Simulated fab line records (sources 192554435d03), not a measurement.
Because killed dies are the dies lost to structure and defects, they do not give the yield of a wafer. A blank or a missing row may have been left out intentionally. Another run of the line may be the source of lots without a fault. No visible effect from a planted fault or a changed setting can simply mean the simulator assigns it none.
Matching of chambers | flow n5-finfet | cvd-co-01 running N5_BEOL_M3_PRE_CLEAN_60: 3 sister chambers
The step time 15 s. 3 wafers are shown with their chamber, then 12 later ones without.

## WAFERS WITH THEIR CHAMBER
wafer  | chamber | heater-power-w (W)
L092.1 | 1       | 55
L092.4 | 0       | 69
L092.6 | 2       | 67

## WAFERS WITH NO CHAMBER GIVEN
wafer  | heater-power-w (W)
L094.2 | 69
L094.3 | 54
L094.4 | 68
L095.1 | 70
L095.3 | 55
L095.4 | 68
L096.2 | 69
L096.3 | 56
L096.6 | 69
L097.1 | 71
L097.4 | 68
L097.5 | 56

## WHICH CHAMBER EACH ONE RAN IN
wafer  | from the rows above     | in truth
L094.2 | 0                       | 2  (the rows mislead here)
L094.3 | 1                       | 1
L094.4 | can't be placed: 0 or 2 | 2
L095.1 | 0                       | 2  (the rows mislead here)
L095.3 | 1                       | 1
L095.4 | can't be placed: 0 or 2 | 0
L096.2 | 0                       | 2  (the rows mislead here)
L096.3 | 1                       | 1
L096.6 | 0                       | 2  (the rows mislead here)
L097.1 | 0                       | 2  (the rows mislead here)
L097.4 | can't be placed: 0 or 2 | 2
L097.5 | 1                       | 1
Correct placement for 4 of the 12. Cannot be placed on the basis of these rows: 3; the candidates contain the true chamber in 3. Placed wrongly: 5.
How it was worked out, from the rows above alone: a wafer's distance from a chamber is the root of the sum, over the readings, of the square of ((its reading less the chamber's mean) divided by the reading's scatter). If the next closest chamber is less than 2 further off than the closest, the wafer can't be placed; otherwise it belongs to the closest. The mean given for a chamber averages the wafers shown for that chamber. The scatter: with one shown wafer a chamber, the root of the mean of the squares of how far each hidden wafer lies from its nearest shown one.
